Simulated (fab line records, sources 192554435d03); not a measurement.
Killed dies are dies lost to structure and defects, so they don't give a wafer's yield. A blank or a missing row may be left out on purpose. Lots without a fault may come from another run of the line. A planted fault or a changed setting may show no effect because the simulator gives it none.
fab line records | flow n5_finfet | part 2 of 2: steps 5 to 6 of 6
record lots=24 wafers=72 last_day=18
route steps=1938 shown BEOL_M11@1595 BEOL_M12@1615
lots that met no fault: from a run of the same line without faults
start_h: hours from the record's first day to the start of the lot's first wafer shown | wait_h: hours since the lot's step before | " the same as in the row above | L1.1+2: a row that stands for several wafers | - no value, or no start given | * or withheld: withheld | < > ~ a bound
route shown NAME@n: a module of which the file shows steps, and the number in the route of the first | usual: mean/standard deviation of fault-free wafers | same: alike in all rows | chamber/n: place in a boat | sites: the reading at each site | _std_site: their standard deviation | _edge_site: outer sites' mean less inner sites' | radius_mm: how far each site lies from the wafer's centre | mask NAME#n: copy n | behind: the tool/chamber that last shaped the wafer | hold: why the lot was held/for how many hours/how that ended | device: the transistor (n, p or np) that didn't switch | end of line: the same wafers' tests at the end of the route | a step without rows: its recipe alone | killed: dies lost to structure and defects at the first sort, not the wafer's yield | map: a wafer's dies, x killed, . not, _ none there
set.NAME: the setting as run; set.NAME@STEP: as run at that earlier step | model.NAME: the simulator's own value behind a step, which no gauge read
steps of the route over a sample of lots; a table a step, a row a wafer
services: from which hour (start_h, from the record's first day; less than 0 if before it) a tool's chamber was out of use, for how many hours, and why
## steps
# step N5_BEOL_M12_SPUTTER_44
# recipe material=Ta target_thk_a=100 temp_c=50 bias_v=80 power_w=15000 chamber_pressure_pa=0.07 time_s=16.13
# usual throttle_valve_pct=29.8/1
# columns lot.wafer tool chamber start_h wait_h throttle_valve_pct
L074.1 pvd_sputter-03 - 236.39 0.0 28.8
L074.5 " - " " 31.7
L074.6 " - " " 29.8
L075.3 pvd_sputter-01 - 243.19 0.0 29.5
L075.4 " - " " 30.9
L075.6 " - " " 29.7
L076.1 pvd_sputter-02 - 252.21 0.0 29.4
L076.3 " - " " 29.8
L076.5 " - " " 29.8
L077.1 pvd_sputter-02 - 253.25 0.0 28.8
L077.4 " - " " 29.8
L077.5 " - " " 28.9
L078.1 pvd_sputter-02 - 254.01 0.0 29.8
L078.3 " - " " 31.3
L078.5 " - " " 28.7
L079.2 pvd_sputter-01 - 273.71 0.0 29.9
L079.3 " - " " 29.2
L079.6 " - " " 29.6
L080.3 pvd_sputter-03 - 284.35 0.0 29.8
L080.5 " - " " 28.7
L080.6 " - " " 28.7
L081.1 pvd_sputter-02 - 287.47 0.0 28.8
L081.3 " - " " 29.5
L081.6 " - " " 29.9
L083.1 pvd_sputter-01 - 290.36 0.0 30.9
L083.2 " - " " 30.0
L083.3 " - " " 29.6
L082.1 pvd_sputter-02 - 311.40 0.0 28.8
L082.4 " - " " 29.8
L082.5 " - " " 29.2
L085.1 pvd_sputter-01 - 324.36 0.0 29.4
L085.3 " - " " 30.9
L085.6 " - " " 30.0
L084.2 pvd_sputter-01 - 332.52 0.0 29.6
L084.4 " - " " 30.0
L084.5 " - " " 29.8
L088.3 pvd_sputter-02 - 334.51 0.0 31.5
L088.4 " - " " 29.6
L088.5 " - " " 29.0
L087.1 pvd_sputter-03 - 334.94 0.0 28.5
L087.2 " - " " 28.4
L087.5 " - " " 28.8
L089.2 pvd_sputter-02 - 335.29 0.0 28.6
L089.3 " - " " 30.1
L089.5 " - " " 29.5
L090.2 pvd_sputter-02 - 335.69 0.0 29.6
L090.5 " - " " 28.7
L090.6 " - " " 31.8
L086.1 pvd_sputter-03 - 336.32 0.0 28.8
L086.3 " - " " 28.3
L086.4 " - " " 31.9
L092.1 pvd_sputter-01 - 357.26 0.0 29.8
L092.2 " - " " 31.2
L092.5 " - " " 29.3
L091.2 pvd_sputter-02 - 357.81 0.0 29.5
L091.5 " - " " 29.4
L091.6 " - " " 28.6
L093.3 pvd_sputter-03 - 364.03 0.0 28.3
L093.4 " - " " 31.8
L093.6 " - " " 31.9
L094.3 pvd_sputter-02 - 379.54 0.0 28.8
L094.4 " - " " 29.6
L094.5 " - " " 28.7
L095.1 pvd_sputter-03 - 384.00 0.0 28.5
L095.4 " - " " 31.8
L095.6 " - " " 28.9
L097.1 pvd_sputter-02 - 390.97 0.0 28.9
L097.3 " - " " 29.7
L097.6 " - " " 31.8
L096.2 pvd_sputter-03 - 393.57 0.0 29.7
L096.3 " - " " 32.0
L096.4 " - " " 28.9
# step N5_BEOL_M12_CMP_49
# recipe stop_on=SiOC t_overpolish_s=20.6 down_force_psi=1 platen_rpm=50 clearing_platen_down_force_psi=1.5 clearing_platen_rpm=50 post_cmp_clean=cu_alkaline target_thk_nm=320 clearing_platen_pad_velocity_m_s=0.99484 pad_velocity_m_s=0.99484
# usual barrier_field_endpoint_s=30.6/0.97 head_pressure_psi=0.9998/0.0021 motor_current_A=5.9/0.77 overpolish_run_s=20.600/0.0089 slurry_flow_ml_min=150.0/0.51
# columns lot.wafer tool chamber start_h wait_h barrier_field_endpoint_s head_pressure_psi motor_current_A overpolish_run_s slurry_flow_ml_min
L074.1 cmp-01 3 237.30 0.3 30.1 1.0029 6.2 20.603 151.1
L074.5 " 2 " " 28.7 0.9967 5.3 20.589 151.4
L074.6 " 3 " " 29.7 1.0006 6.1 20.592 150.6
L075.4 cmp-01 2 243.87 0.2 29.5 0.9979 5.3 20.615 149.8
L075.3 " 0 " " 30.0 0.9953 5.7 20.610 149.5
L075.6 " 2 " " 29.7 1.0010 5.4 20.609 149.2
L076.3 cmp-01 1 252.89 0.2 29.6 0.9990 5.3 20.597 150.0
L076.1 " 2 " " 29.0 0.9978 5.2 20.590 150.4
L076.5 " 1 " " 29.4 1.0013 5.1 20.594 150.1
L077.4 cmp-03 1 253.89 0.1 28.9 0.9991 5.6 20.608 150.2
L077.1 " 2 " " 29.1 0.9961 8.1 20.599 150.1
L077.5 " 1 " " 29.2 0.9999 5.8 20.596 149.3
L078.1 cmp-01 0 254.65 0.3 28.7 0.9986 5.6 20.598 150.9
L078.3 " 2 " " 29.1 1.0001 5.4 20.613 149.4
L078.5 " 1 " " 30.3 0.9996 5.3 20.609 149.9
L079.3 cmp-01 2 274.48 0.2 30.3 0.9990 5.5 20.593 149.5
L079.2 " 0 " " 30.8 0.9965 5.9 20.606 149.9
L079.6 " 1 " " 31.9 1.0013 4.9 20.593 150.2
L080.3 cmp-04 2 285.10 0.3 31.6 0.9986 6.7 20.593 149.8
L080.6 " 3 " " 31.9 1.0001 5.8 20.591 148.9
L080.5 " 0 " " 30.8 1.0000 5.4 20.583 150.3
L081.3 cmp-03 3 288.15 0.2 31.2 1.0000 5.4 20.603 150.3
L081.1 " 1 " " 30.5 0.9999 5.9 20.610 150.6
L081.6 " 2 " " 30.2 1.0029 7.5 20.613 149.6
L083.2 cmp-03 3 291.02 0.2 29.7 0.9962 5.2 20.603 149.5
L083.1 " 0 " " 32.2 1.0013 5.7 20.619 149.6
L083.3 " 2 " " 29.3 0.9996 8.0 20.585 150.2
L082.4 cmp-03 1 312.06 0.1 31.7 1.0004 5.4 20.614 151.1
L082.1 " 2 " " 29.8 1.0049 7.5 20.598 149.4
L082.5 " 2 " " 30.5 1.0019 7.7 20.608 150.0
L085.3 cmp-01 1 325.00 0.2 31.3 0.9999 5.2 20.597 151.0
L085.1 " 0 " " 30.6 1.0006 5.9 20.588 149.7
L085.6 " 2 " " 29.2 1.0040 5.3 20.587 149.6
L084.4 cmp-03 0 333.66 0.1 31.1 0.9997 5.7 20.610 150.8
L084.2 " 2 " " 29.7 1.0006 7.8 20.598 150.2
L084.5 " 1 " " 30.8 0.9983 5.6 20.606 150.5
L088.3 cmp-04 3 335.17 0.2 31.3 1.0031 6.0 20.587 150.0
L088.4 " 1 " " 31.7 0.9956 7.0 20.614 150.3
L088.5 " 0 " " 29.9 1.0017 5.6 20.605 149.7
L087.2 cmp-04 1 335.78 0.2 31.4 0.9992 7.1 20.594 150.1
L087.1 " 0 " " 30.6 0.9992 5.5 20.604 149.4
L087.5 " 2 " " 31.7 1.0025 6.5 20.589 150.0
L089.2 cmp-01 3 335.98 0.2 30.9 1.0026 6.0 20.599 150.1
L089.3 " 0 " " 30.9 1.0034 6.4 20.607 149.9
L089.5 " 0 " " 30.9 1.0040 5.9 20.614 149.9
L090.2 cmp-04 3 336.41 0.3 31.6 0.9996 5.5 20.594 149.6
L090.6 " 1 " " 32.3 1.0036 6.9 20.598 150.0
L090.5 " 2 " " 31.8 1.0014 6.4 20.616 150.1
L086.3 cmp-01 0 336.95 0.2 30.7 0.9991 6.4 20.604 150.0
L086.4 " 1 " " 31.2 1.0016 4.9 20.606 150.0
L086.1 " 3 " " 30.9 0.9986 6.0 20.604 149.8
L092.1 cmp-04 1 357.89 0.3 32.6 0.9986 7.3 20.604 149.8
L092.2 " 3 " " 31.6 1.0003 5.6 20.594 149.9
L092.5 " 1 " " 31.8 0.9998 6.9 20.592 150.8
L091.2 cmp-01 2 358.58 0.3 29.1 0.9987 5.3 20.598 149.2
L091.6 " 3 " " 29.7 1.0011 6.4 20.603 149.6
L091.5 " 0 " " 29.5 1.0005 6.1 20.602 150.7
L093.4 cmp-03 2 364.67 0.1 29.8 0.9996 7.8 20.592 150.5
L093.3 " 3 " " 31.4 0.9993 5.0 20.591 150.7
L093.6 " 3 " " 29.9 0.9977 4.9 20.592 149.9
L094.4 cmp-04 0 380.37 0.2 31.1 1.0023 5.6 20.599 150.4
L094.3 " 1 " " 32.6 0.9972 6.6 20.597 150.1
L094.5 " 3 " " 32.0 1.0003 5.7 20.587 150.1
L095.1 cmp-01 1 384.82 0.3 30.5 0.9990 5.4 20.607 150.0
L095.4 " 2 " " 29.3 1.0003 5.2 20.589 150.6
L095.6 " 0 " " 29.3 0.9994 6.4 20.589 150.3
L097.3 cmp-01 1 391.64 0.2 29.6 1.0021 5.1 20.600 150.1
L097.1 " 3 " " 30.0 0.9982 6.1 20.590 150.4
L097.6 " 1 " " 30.4 0.9996 5.1 20.606 150.0
L096.3 cmp-03 2 395.02 0.2 29.1 1.0016 7.5 20.616 150.1
L096.2 " 3 " " 30.3 1.0010 5.3 20.587 149.7
L096.4 " 0 " " 31.9 0.9980 5.9 20.594 149.7
## services
# columns tool chamber start_h hours kind
rie_diel-01 3 233.35 4.4 repair
rie_diel-05 2 248.24 5.7 repair
rtp_anneal-01 - 250.65 1.2 pm
rie_diel-03 1 260.43 9.6 repair
rie_diel-03 3 273.20 6.0 repair
plasma_asher-01 - 279.26 1.1 repair
rie_diel-05 - 280.28 28.1 pm
cmp-03 - 289.89 0.8 repair
cmp-01 - 291.28 3.5 repair
plasma_asher-02 - 310.94 1.1 repair
cmp-03 - 312.48 0.7 repair
cmp-03 - 315.57 5.6 repair
rie_diel-03 1 316.51 4.1 repair
pvd_sputter-03 - 316.53 4.6 repair
cmp-03 - 339.87 4.0 pm
rie_diel-03 2 343.20 4.2 repair
cmp-03 - 344.62 10.7 pm
cmp-01 - 346.94 1.4 repair
plasma_asher-02 - 352.85 17.1 pm
pvd_sputter-02 - 361.06 3.8 repair
cmp-01 - 362.80 4.0 pm
plasma_asher-01 - 364.24 0.7 repair
plasma_asher-02 - 375.73 1.2 repair
cmp-03 - 388.86 5.2 repair
